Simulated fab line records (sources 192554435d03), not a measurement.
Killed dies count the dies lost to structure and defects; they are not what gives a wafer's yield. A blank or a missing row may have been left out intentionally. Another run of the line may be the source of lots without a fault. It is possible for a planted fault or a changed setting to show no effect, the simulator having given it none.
Split-lot study -- flow n5_finfet -- 7 lots, 39 wafers read, on a route of 1938 steps

## SPLIT DETAILS
At N5_DUMMY_GATE_CVD_03 (deposits a-Si from SiH4, target thk 150 nm, time 8042 s), the setting temp_c was moved away from the recipe's 530 C on 30 of the 39 wafers read, by -4.0% to +2.3%. This setting was run at the recipe's value on the other wafers.

The reading comes from the split's own step.

## THE READING
a-Si_of_DUMMY_GATE_CVD_03.thk_nm (the simulator's own value, which no gauge read), in nm, at N5_DUMMY_GATE_CVD_03 (deposits a-Si from SiH4, target thk 150 nm, time 8042 s). No usual value for it is given in the file. The 9 wafers here that ran the recipe average 149.7 nm, standard deviation 0.75 nm.

wafer,"tool, chamber at the split","temp_c as run, C",against the recipe,"a-Si_of_DUMMY_GATE_CVD_03.thk_nm, nm",against lot-mates on the recipe
L074.1,"-, -",530,recipe,151.2,-
L074.2,"-, -",530,recipe,149.6,-
L074.3,"-, -",530,recipe,149.4,-
L074.6,"-, -",530,recipe,149.4,-
L074.4,"-, -",530,recipe,150.4,-
L074.5,"-, -",530,recipe,150,-
L077.1,"lpcvd-01, 1/90",530,recipe,149.6,-
L077.2,"lpcvd-01, 1/95",530,recipe,148.8,-
L077.4,"lpcvd-01, 1/104",530,recipe,148.6,-
L081.1,"-, -",522.7,-1.4%,123,no lot-mate on the recipe
L081.2,"-, -",522.7,-1.4%,124.2,no lot-mate on the recipe
L081.3,"-, -",522.7,-1.4%,121.8,no lot-mate on the recipe
L081.4,"-, -",522.7,-1.4%,123.4,no lot-mate on the recipe
L081.5,"-, -",522.7,-1.4%,123.4,no lot-mate on the recipe
L081.6,"-, -",522.7,-1.4%,122.4,no lot-mate on the recipe
L082.1,"-, -",508.9,-4.0%,82.8,no lot-mate on the recipe
L082.2,"-, -",508.9,-4.0%,80.6,no lot-mate on the recipe
L082.6,"-, -",508.9,-4.0%,80.6,no lot-mate on the recipe
L082.3,"-, -",508.9,-4.0%,81.6,no lot-mate on the recipe
L082.4,"-, -",508.9,-4.0%,83.4,no lot-mate on the recipe
L082.5,"-, -",508.9,-4.0%,80.2,no lot-mate on the recipe
L089.1,"-, -",542.2,+2.3%,212.8,no lot-mate on the recipe
L089.3,"-, -",542.2,+2.3%,212.8,no lot-mate on the recipe
L089.2,"-, -",542.2,+2.3%,214.6,no lot-mate on the recipe
L089.4,"-, -",542.2,+2.3%,213.2,no lot-mate on the recipe
L089.6,"-, -",542.2,+2.3%,213.2,no lot-mate on the recipe
L089.5,"-, -",542.2,+2.3%,213,no lot-mate on the recipe
L091.1,"-, -",513.3,-3.2%,93,no lot-mate on the recipe
L091.6,"-, -",513.3,-3.2%,93,no lot-mate on the recipe
L091.2,"-, -",513.3,-3.2%,92.2,no lot-mate on the recipe
L091.3,"-, -",513.3,-3.2%,94.4,no lot-mate on the recipe
L091.4,"-, -",513.3,-3.2%,93.6,no lot-mate on the recipe
L091.5,"-, -",513.3,-3.2%,94,no lot-mate on the recipe
L093.1,"-, -",521.7,-1.6%,119.2,no lot-mate on the recipe
L093.2,"-, -",521.7,-1.6%,116.6,no lot-mate on the recipe
L093.3,"-, -",521.7,-1.6%,119,no lot-mate on the recipe
L093.4,"-, -",521.7,-1.6%,118,no lot-mate on the recipe
L093.5,"-, -",521.7,-1.6%,118.2,no lot-mate on the recipe
L093.6,"-, -",521.7,-1.6%,116.8,no lot-mate on the recipe

FIT RESULTS
A straight line over all 39 wafers: a-Si_of_DUMMY_GATE_CVD_03.thk_nm changes by +20.6 nm for each +1% of temp_c; r = +0.99; the points scatter about the line by 6.7 nm.
Too few moved wafers have a lot-mate on the recipe to fit a line with each lot's own level taken away.

## THE FILE'S OWN FIT
a-Si_of_DUMMY_GATE_CVD_03.thk_nm changes by +20.6 nm for each +1% of temp_c, r = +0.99.
